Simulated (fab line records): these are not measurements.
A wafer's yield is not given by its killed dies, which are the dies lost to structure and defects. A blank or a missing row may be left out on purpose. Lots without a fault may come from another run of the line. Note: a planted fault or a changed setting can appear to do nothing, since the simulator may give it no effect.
Lot-split experiment :: flow n5 finfet :: 7 lots, 39 wafers read, on a route of 1938 steps

== THE SPLIT ==
At N5_MOL_CONTACT_COAG_CONTACT_ETCH_14 (etches SiO2 in C4F6/O2, target depth 27.5 nm, overetch 8.5 nm, time 20 s), the setting source w was moved away from the recipe's 370 W on 15 of the 39 wafers read, by -18.2% to +13.8%. For the rest of the wafers, this setting stayed at what the recipe calls for.

The reading comes from the split's own step.

== THE READING ==
rf vpp V, in V, at N5_MOL_CONTACT_COAG_CONTACT_ETCH_14 (etches SiO2 in C4F6/O2, target depth 27.5 nm, overetch 8.5 nm, time 20 s). Fault-free wafers of this fab line usually give 693 V, standard deviation 3.7 V.

wafer: L075.1
tool, chamber at the split: rie diel-06, 1
source w as run, W: 370
against the recipe: recipe
rf vpp V, V: 698
against lot-mates on the recipe: -

wafer: L075.2
tool, chamber at the split: rie diel-06, 2
source w as run, W: 370
against the recipe: recipe
rf vpp V, V: 688
against lot-mates on the recipe: -

wafer: L075.3
tool, chamber at the split: rie diel-06, 3
source w as run, W: 370
against the recipe: recipe
rf vpp V, V: 692
against lot-mates on the recipe: -

wafer: L075.4
tool, chamber at the split: rie diel-06, 0
source w as run, W: 370
against the recipe: recipe
rf vpp V, V: 687
against lot-mates on the recipe: -

wafer: L075.5
tool, chamber at the split: rie diel-06, 0
source w as run, W: 370
against the recipe: recipe
rf vpp V, V: 688
against lot-mates on the recipe: -

wafer: L075.6
tool, chamber at the split: rie diel-06, 1
source w as run, W: 370
against the recipe: recipe
rf vpp V, V: 696
against lot-mates on the recipe: -

wafer: L078.1
tool, chamber at the split: rie diel-02, 2
source w as run, W: 370
against the recipe: recipe
rf vpp V, V: 690
against lot-mates on the recipe: -

wafer: L078.3
tool, chamber at the split: rie diel-02, 3
source w as run, W: 370
against the recipe: recipe
rf vpp V, V: 697
against lot-mates on the recipe: -

wafer: L078.4
tool, chamber at the split: rie diel-02, 0
source w as run, W: 370
against the recipe: recipe
rf vpp V, V: 691
against lot-mates on the recipe: -

wafer: L079.1
tool, chamber at the split: rie diel-02, 2
source w as run, W: 336.1
against the recipe: -9.2%
rf vpp V, V: 706
against lot-mates on the recipe: +13

wafer: L079.2
tool, chamber at the split: rie diel-02, 0
source w as run, W: 336.1
against the recipe: -9.2%
rf vpp V, V: 714
against lot-mates on the recipe: +21

wafer: L079.3
tool, chamber at the split: rie diel-02, 3
source w as run, W: 370
against the recipe: recipe
rf vpp V, V: 697
against lot-mates on the recipe: -

wafer: L079.4
tool, chamber at the split: rie diel-02, 1
source w as run, W: 336.1
against the recipe: -9.2%
rf vpp V, V: 714
against lot-mates on the recipe: +21

wafer: L079.5
tool, chamber at the split: rie diel-02, 1
source w as run, W: 370
against the recipe: recipe
rf vpp V, V: 691
against lot-mates on the recipe: -

wafer: L079.6
tool, chamber at the split: rie diel-02, 0
source w as run, W: 370
against the recipe: recipe
rf vpp V, V: 692
against lot-mates on the recipe: -

wafer: L081.1
tool, chamber at the split: rie diel-06, 1
source w as run, W: 370
against the recipe: recipe
rf vpp V, V: 697
against lot-mates on the recipe: -

wafer: L081.2
tool, chamber at the split: rie diel-06, 0
source w as run, W: 402.5
against the recipe: +8.8%
rf vpp V, V: 671
against lot-mates on the recipe: -23

wafer: L081.3
tool, chamber at the split: rie diel-06, 3
source w as run, W: 402.5
against the recipe: +8.8%
rf vpp V, V: 674
against lot-mates on the recipe: -20

wafer: L081.4
tool, chamber at the split: rie diel-06, 0
source w as run, W: 370
against the recipe: recipe
rf vpp V, V: 687
against lot-mates on the recipe: -

wafer: L081.5
tool, chamber at the split: rie diel-06, 3
source w as run, W: 402.5
against the recipe: +8.8%
rf vpp V, V: 674
against lot-mates on the recipe: -20

wafer: L081.6
tool, chamber at the split: rie diel-06, 1
source w as run, W: 370
against the recipe: recipe
rf vpp V, V: 698
against lot-mates on the recipe: -

wafer: L083.1
tool, chamber at the split: rie diel-06, 0
source w as run, W: 370
against the recipe: recipe
rf vpp V, V: 687
against lot-mates on the recipe: -

wafer: L083.2
tool, chamber at the split: rie diel-06, 1
source w as run, W: 421.1
against the recipe: +13.8%
rf vpp V, V: 664
against lot-mates on the recipe: -26

wafer: L083.3
tool, chamber at the split: rie diel-06, 3
source w as run, W: 421.1
against the recipe: +13.8%
rf vpp V, V: 664
against lot-mates on the recipe: -26

wafer: L083.4
tool, chamber at the split: rie diel-06, 0
source w as run, W: 370
against the recipe: recipe
rf vpp V, V: 688
against lot-mates on the recipe: -

wafer: L083.5
tool, chamber at the split: rie diel-06, 1
source w as run, W: 370
against the recipe: recipe
rf vpp V, V: 696
against lot-mates on the recipe: -

wafer: L083.6
tool, chamber at the split: rie diel-06, 3
source w as run, W: 421.1
against the recipe: +13.8%
rf vpp V, V: 663
against lot-mates on the recipe: -27

wafer: L085.1
tool, chamber at the split: rie diel-02, 0
source w as run, W: 338.1
against the recipe: -8.6%
rf vpp V, V: 713
against lot-mates on the recipe: +23

wafer: L085.2
tool, chamber at the split: rie diel-02, 2
source w as run, W: 370
against the recipe: recipe
rf vpp V, V: 689
against lot-mates on the recipe: -

wafer: L085.3
tool, chamber at the split: rie diel-02, 3
source w as run, W: 338.1
against the recipe: -8.6%
rf vpp V, V: 715
against lot-mates on the recipe: +25

wafer: L085.4
tool, chamber at the split: rie diel-02, 0
source w as run, W: 370
against the recipe: recipe
rf vpp V, V: 692
against lot-mates on the recipe: -

wafer: L085.5
tool, chamber at the split: rie diel-02, 2
source w as run, W: 370
against the recipe: recipe
rf vpp V, V: 689
against lot-mates on the recipe: -

wafer: L085.6
tool, chamber at the split: rie diel-02, 3
source w as run, W: 338.1
against the recipe: -8.6%
rf vpp V, V: 716
against lot-mates on the recipe: +26

wafer: L097.1
tool, chamber at the split: rie diel-06, 2
source w as run, W: 302.8
against the recipe: -18.2%
rf vpp V, V: 745
against lot-mates on the recipe: +50

wafer: L097.2
tool, chamber at the split: rie diel-06, 1
source w as run, W: 370
against the recipe: recipe
rf vpp V, V: 696
against lot-mates on the recipe: -

wafer: L097.3
tool, chamber at the split: rie diel-06, 3
source w as run, W: 370
against the recipe: recipe
rf vpp V, V: 691
against lot-mates on the recipe: -

wafer: L097.4
tool, chamber at the split: rie diel-06, 0
source w as run, W: 302.8
against the recipe: -18.2%
rf vpp V, V: 741
against lot-mates on the recipe: +46

wafer: L097.5
tool, chamber at the split: rie diel-06, 1
source w as run, W: 302.8
against the recipe: -18.2%
rf vpp V, V: 734
against lot-mates on the recipe: +39

wafer: L097.6
tool, chamber at the split: rie diel-06, 0
source w as run, W: 370
against the recipe: recipe
rf vpp V, V: 699
against lot-mates on the recipe: -

THE FIT
A straight line over all 39 wafers: rf vpp V changes by -2.37 V for each +1% of source w; r = -0.98; the points scatter about the line by 4.2 V.
The same after taking each lot's own level away (the mean of its wafers on the recipe; 39 wafers): -2.29 V for each +1%; r = -0.97; scatter 4.1 V.
On that fit, the largest move of source w shifts the reading by 42 V.
Across the lots, their own levels run from 690.0 to 695.3 V, a range of 1.4 times the standard deviation given above.
The two slopes agree, so the slope changes little with the lot-to-lot level.
Check: +40.9 V against its lot-mates is what the line predicts for one of the wafers moved furthest among these (-18.2%) when that wafer is left out of the fit. Against them it came out at +49.7 V.
Tool readings at the split's step, against how far the setting was moved: rf vpp V r = -0.98.

== THESE WAFERS: OTHER SPLITS ==
Before the reading, these wafers also passed through other splits. Each is held against what the fit with the lots' levels taken away leaves over:
other split on the same wafers: N5_DUMMY_GATE_ETCH_37 source w
wafers away from the commonest value: 18
r with rf vpp V (lot level and that fit taken away): -0.04

other split on the same wafers: N5_SD_EPI_N_EPI_21 temp c
wafers away from the commonest value: 15
r with rf vpp V (lot level and that fit taken away): +0.10

other split on the same wafers: N5_HKMG_FIN_ETCH_54 source w
wafers away from the commonest value: 15
r with rf vpp V (lot level and that fit taken away): -0.12

== FILE'S OWN FIT ==
rf vpp V changes by -2.29 V for each +1% of source w, r = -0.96.
